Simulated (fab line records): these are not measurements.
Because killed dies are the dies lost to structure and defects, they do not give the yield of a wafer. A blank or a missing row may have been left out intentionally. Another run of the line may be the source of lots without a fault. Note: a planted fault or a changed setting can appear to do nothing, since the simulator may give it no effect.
Shared-tool check | flow n5Finfet | Sampled: 14 lots, 42 wafers

== WHY IT WAS OPENED ==
At N5_BEOL_M4_RC_MEAS_101 the reading ION_P is flagged on 2 of 14 lots. Wafers without a fault read 463 uA/um, standard deviation 5.7.
Rule: a lot is flagged when every wafer of it that has a number lies more than 4 standard deviations from that mean, or none has a number. As for the other lots, they are considered sound.

lot  | measured     | on        | ION_P (uA/um), wafer by wafer | flag
L265 | day 9 06:28  | prober-01 | 459 463 465                   | 
L266 | day 9 10:19  | prober-01 | 464 466 463                   | 
L268 | day 9 12:20  | prober-01 | 461 455 454                   | 
L267 | day 10 06:00 | prober-02 | 453 459 462                   | 
L270 | day 10 07:53 | prober-01 | 467 465 462                   | 
L273 | day 11 01:58 | prober-01 | 470 466 460                   | 
L278 | day 12 11:01 | prober-01 | 372 371 373                   | FLAGGED
L283 | day 13 18:05 | prober-02 | 470 469 462                   | 
L284 | day 13 23:07 | prober-02 | 465 459 456                   | 
L282 | day 14 01:54 | prober-01 | 369 370 377                   | FLAGGED
L285 | day 14 03:29 | prober-02 | 468 465 467                   | 
L286 | day 14 05:38 | prober-01 | 465 464 466                   | 
L287 | day 14 15:42 | prober-02 | 477 465 467                   | 
L288 | day 15 06:20 | prober-02 | 468 465 467                   | 
The numbers of the flagged lots are 372 uA/um on average: -91 uA/um against the usual, or -16 standard deviations.

== LOT BY LOT: THE TOOL USED ==
Before the reading, the record contains 3 process steps out of a 1938-step route. Cell contents, in order: the tool; ch with the chambers the sampled wafers went through; the start.
lot  | flag    | N5_DUMMY_GATE_ETCH_36            | N5_DUMMY_GATE_ETCH_42            | N5_SPACER0_ALD_00
L265 |         | rieDiel-04 ch 0,1,2, day 2 21:04 | rieDiel-04 ch 1,3, day 2 21:52   | aldSin-02 ch 0,2, day 2 22:18
L266 |         | rieDiel-04 ch 0,1,3, day 3 03:34 | rieDiel-04 ch 1,2,3, day 3 04:22 | aldSin-04 ch 1,2,3, day 3 04:47
L268 |         | rieDiel-01 ch 0,3, day 3 17:28   | rieDiel-04 ch 0,1,3, day 3 18:21 | aldSin-03 ch 0,1, day 3 18:54
L267 |         | rieDiel-04 ch 0,1, day 3 12:01   | rieDiel-06 ch 0,3, day 3 12:53   | aldSin-02 ch 1,2, day 3 14:02
L270 |         | rieDiel-04 ch 0,1,2, day 4 06:08 | rieDiel-01 ch 0,2,3, day 4 06:57 | aldSin-03 ch 0,1,3, day 4 07:27
L273 |         | rieDiel-04 ch 0,1,3, day 4 21:31 | rieDiel-01 ch 0,1,3, day 4 22:19 | aldSin-02 ch 0,2,3, day 4 23:54
L278 | FLAGGED | rieDiel-04 ch 1,2,3, day 6 07:05 | rieDiel-01 ch 1,3, day 6 07:55   | aldSin-04 ch 0,3, day 6 08:20
L283 |         | rieDiel-04 ch 1,2, day 7 09:38   | rieDiel-04 ch 0,1,2, day 7 10:28 | aldSin-03 ch 1,2,3, day 7 10:53
L284 |         | rieDiel-04 ch 2,3, day 7 18:45   | rieDiel-04 ch 1,3, day 7 19:34   | aldSin-03 ch 0,1,3, day 7 20:00
L282 | FLAGGED | rieDiel-06 ch 0,1, day 7 07:17   | rieDiel-06 ch 0,1,3, day 7 08:16 | aldSin-04 ch 2,3, day 7 08:44
L285 |         | rieDiel-01 ch 0,1, day 7 22:49   | rieDiel-01 ch 0,2, day 7 23:38   | aldSin-03 ch 0,3, day 8 00:04
L286 |         | rieDiel-04 ch 0,1, day 8 03:43   | rieDiel-04 ch 0,1,3, day 8 04:32 | aldSin-03 ch 0,3, day 8 05:08
L287 |         | rieDiel-01 ch 1,2,3, day 8 10:13 | rieDiel-06 ch 0,2,3, day 8 11:18 | aldSin-02 ch 1,2,3, day 8 12:14
L288 |         | rieDiel-06 ch 0,2, day 8 17:01   | rieDiel-01 ch 0,1,3, day 8 17:51 | aldSin-02 ch 0,1,3, day 8 18:17
What these steps do:
- N5_DUMMY_GATE_ETCH_36: etches SiARC in CF4, target depth 13 nm.
- N5_DUMMY_GATE_ETCH_42: etches SiO2 in CHF3/O2, target depth 3.5 nm, time 31 s.
- N5_SPACER0_ALD_00: deposits SiOCN, target thk 3.5 nm, pulse time 3 s, purge time 2 s.
- N5_BEOL_M4_RC_MEAS_101

== FLAGGED AGAINST TOTAL, ONE TOOL AT A TIME (gauges that did the reading follow at the end) ==
step                   | tool       | lots run | flagged | share of the flagged lots | sound lots run after its first flagged lot
N5_DUMMY_GATE_ETCH_36  | rieDiel-01 | 3        | 0       | none                      | -
N5_DUMMY_GATE_ETCH_36  | rieDiel-04 | 9        | 1       | some                      | 3 (L283,L284,L286)
N5_DUMMY_GATE_ETCH_36  | rieDiel-06 | 2        | 1       | some                      | 1 (L288)
N5_DUMMY_GATE_ETCH_42  | rieDiel-01 | 5        | 1       | some                      | 2 (L285,L288)
N5_DUMMY_GATE_ETCH_42  | rieDiel-04 | 6        | 0       | none                      | -
N5_DUMMY_GATE_ETCH_42  | rieDiel-06 | 3        | 1       | some                      | 1 (L287)
N5_SPACER0_ALD_00      | aldSin-02  | 5        | 0       | none                      | -
N5_SPACER0_ALD_00      | aldSin-03  | 6        | 0       | none                      | -
N5_SPACER0_ALD_00      | aldSin-04  | 3        | 2       | all                       | 0
N5_BEOL_M4_RC_MEAS_101 | prober-01  | 8        | 2       | all                       | 1 (L286)
N5_BEOL_M4_RC_MEAS_101 | prober-02  | 6        | 0       | none                      | -

== WHAT THE TABLE ALLOWS ==
Rows of the table that ran all the flagged lots, 2 in number: aldSin-04 at N5_SPACER0_ALD_00; prober-01 at N5_BEOL_M4_RC_MEAS_101.
- aldSin-04 at N5_SPACER0_ALD_00: 2 of its 3 lots flagged. A fault beginning between L266 (day 3 04:47), its last sound lot, and L278 (day 6 08:20), its first flagged one, fits the data.
- prober-01 at N5_BEOL_M4_RC_MEAS_101: 2 of its 8 lots flagged. Sound lots ran on it after the first flagged one (L286), which a lasting fault on the whole tool wouldn't allow.
What remains is a single tool, aldSin-04 at N5_SPACER0_ALD_00.

== WHAT WAS PUT IN BY THE SIMULATOR ==
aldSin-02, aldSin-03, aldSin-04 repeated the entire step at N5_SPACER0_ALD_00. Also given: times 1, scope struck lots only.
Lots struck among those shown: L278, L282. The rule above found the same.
